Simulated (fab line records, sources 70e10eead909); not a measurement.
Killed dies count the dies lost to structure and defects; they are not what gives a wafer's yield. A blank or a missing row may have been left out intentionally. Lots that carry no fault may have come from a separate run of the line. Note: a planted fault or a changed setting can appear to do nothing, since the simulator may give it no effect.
Chamber matching + flow nand harc + 4 sister chambers for NHARC_P_CONTACT_ALD_22 on ald metal-03
The step deposits TiN, target thk 3 nm, pulse time 1 s, ald cycles 150. 4 wafers are shown with their chamber, then 7 later ones without.

WAFERS WITH THEIR CHAMBER
| wafer  | chamber | heater power w (W) |
|--------|---------|--------------------|
| L348.5 | 2       | 1037               |
| L356.5 | 0       | 987                |
| L359.3 | 3       | 1029               |
| L359.4 | 1       | 1021               |

WAFERS WITH NO CHAMBER GIVEN
| wafer  | heater power w (W) |
|--------|--------------------|
| L359.6 | 1043               |
| L360.1 | 1044               |
| L360.2 | 1033               |
| L360.3 | 1051               |
| L363.2 | 962                |
| L363.3 | 1062               |
| L363.6 | 1010               |

THE CHAMBER EACH PASSED THROUGH
| wafer  | from the rows above               | in truth |
|--------|-----------------------------------|----------|
| L359.6 | can't be placed: 2 or 3 or 1      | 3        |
| L360.1 | can't be placed: 2 or 3 or 1      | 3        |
| L360.2 | can't be placed: 2 or 3 or 1      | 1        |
| L360.3 | can't be placed: 2 or 3 or 1      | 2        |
| L363.2 | 0                                 | 0        |
| L363.3 | can't be placed: 2 or 3 or 1      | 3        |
| L363.6 | can't be placed: 1 or 3 or 0 or 2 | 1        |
Correctly placed: 1 of 7. Unplaceable from these rows: 6, with the true chamber sitting among the candidates in 6. Placed wrongly: 0.
How it was worked out, from the rows above alone: a wafer's distance from a chamber is the root of the sum, over the readings, of the square of ((its reading less the chamber's mean) divided by the reading's scatter). If the next closest chamber is less than 2 further off than the closest, the wafer can't be placed; otherwise it belongs to the closest. For every chamber, the mean is computed from those of its wafers that are shown. The scatter: with one shown wafer a chamber, the root of the mean of the squares of how far each hidden wafer lies from its nearest shown one.
